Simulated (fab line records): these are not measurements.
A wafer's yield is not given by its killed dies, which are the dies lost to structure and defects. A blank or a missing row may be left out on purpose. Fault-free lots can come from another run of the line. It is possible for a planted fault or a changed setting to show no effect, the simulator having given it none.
Matching of chambers + flow nand harc + 4 sister chambers for NHARC_A_DECK1_JOINT_ETCHBACK_07 on rie si-01
The step etches the open film in HBr, target depth 105 nm, time 26.9 s. 24 wafers are shown with their chamber, then 12 later ones without.

== WAFERS WITH THEIR CHAMBER ==
| wafer  | chamber | oes product au (a.u.) | throttle valve pct (%) |
|--------|---------|-----------------------|------------------------|
| L075.2 | 2       | 1.001                 | 23.266                 |
| L075.5 | 3       | 1.011                 | 23.274                 |
| L075.6 | 0       | 0.996                 | 23.266                 |
| L076.1 | 1       | 1.011                 | 23.250                 |
| L076.3 | 2       | 0.999                 | 23.262                 |
| L076.5 | 0       | 1.004                 | 23.257                 |
| L078.2 | 3       | 1.020                 | 23.265                 |
| L078.5 | 2       | 1.005                 | 23.249                 |
| L078.6 | 3       | 1.015                 | 23.258                 |
| L081.2 | 3       | 1.010                 | 23.262                 |
| L081.3 | 2       | 0.993                 | 23.270                 |
| L081.5 | 0       | 0.989                 | 23.263                 |
| L083.1 | 1       | 1.010                 | 23.268                 |
| L083.3 | 0       | 1.004                 | 23.272                 |
| L083.6 | 2       | 1.011                 | 23.259                 |
| L085.1 | 1       | 1.004                 | 23.268                 |
| L085.2 | 0       | 0.994                 | 23.253                 |
| L085.3 | 3       | 1.001                 | 23.265                 |
| L088.1 | 2       | 0.991                 | 23.264                 |
| L088.2 | 0       | 1.003                 | 23.258                 |
| L088.3 | 3       | 1.007                 | 23.267                 |
| L090.3 | 3       | 0.994                 | 23.255                 |
| L090.4 | 2       | 0.980                 | 23.259                 |
| L090.6 | 0       | 0.997                 | 23.267                 |

SIGNATURES, as means of the wafers listed above
| reading            | chamber 0 | chamber 1 | chamber 2 | chamber 3 | scatter within a chamber |
|--------------------|-----------|-----------|-----------|-----------|--------------------------|
| oes product au     | 0.99814   | 1.00833   | 0.99714   | 1.00829   | 0.00806                  |
| throttle valve pct | 23.26229  | 23.26200  | 23.26129  | 23.26371  | 0.00699                  |
Rule: a wafer lies at a distance from a chamber equal to the root of the sum of squares, over the readings, of (its reading less the chamber's mean, divided by the reading's scatter). The wafer belongs to the nearest chamber; if the next one is less than 2 further off, it can't be placed. How the scatter is found: for the shown wafers, subtract from each reading the mean of its chamber, square and add these, divide the total by (wafers less chambers), then take the root.

== WAFERS WITH NO CHAMBER GIVEN ==
| wafer  | oes product au (a.u.) | throttle valve pct (%) |
|--------|-----------------------|------------------------|
| L091.2 | 1.002                 | 23.268                 |
| L091.5 | 0.994                 | 23.265                 |
| L091.6 | 1.016                 | 23.272                 |
| L096.1 | 0.989                 | 23.259                 |
| L096.2 | 0.997                 | 23.269                 |
| L096.3 | 0.993                 | 23.257                 |
| L096.4 | 1.008                 | 23.275                 |
| L096.5 | 0.989                 | 23.281                 |
| L096.6 | 0.994                 | 23.267                 |
| L095.1 | 1.009                 | 23.258                 |
| L095.2 | 1.015                 | 23.276                 |
| L095.3 | 1.004                 | 23.254                 |

== CHAMBER TAKEN BY EACH ==
| wafer  | from the rows above               | in truth |
|--------|-----------------------------------|----------|
| L091.2 | can't be placed: 0 or 3 or 2 or 1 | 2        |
| L091.5 | can't be placed: 0 or 2 or 3 or 1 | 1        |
| L091.6 | can't be placed: 3 or 1 or 0 or 2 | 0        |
| L096.1 | can't be placed: 2 or 0 or 1 or 3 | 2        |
| L096.2 | can't be placed: 0 or 2 or 3 or 1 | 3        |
| L096.3 | can't be placed: 2 or 0 or 1 or 3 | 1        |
| L096.4 | can't be placed: 3 or 1 or 0 or 2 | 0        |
| L096.5 | can't be placed: 0 or 2 or 3 or 1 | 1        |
| L096.6 | can't be placed: 0 or 2 or 3 or 1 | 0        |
| L095.1 | can't be placed: 1 or 3 or 0 or 2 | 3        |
| L095.2 | can't be placed: 3 or 1 or 0 or 2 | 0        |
| L095.3 | can't be placed: 1 or 2 or 0 or 3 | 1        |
0 of 12 placed correctly. Cannot be placed on the basis of these rows: 12; the candidates contain the true chamber in 12. 0 placed wrongly.
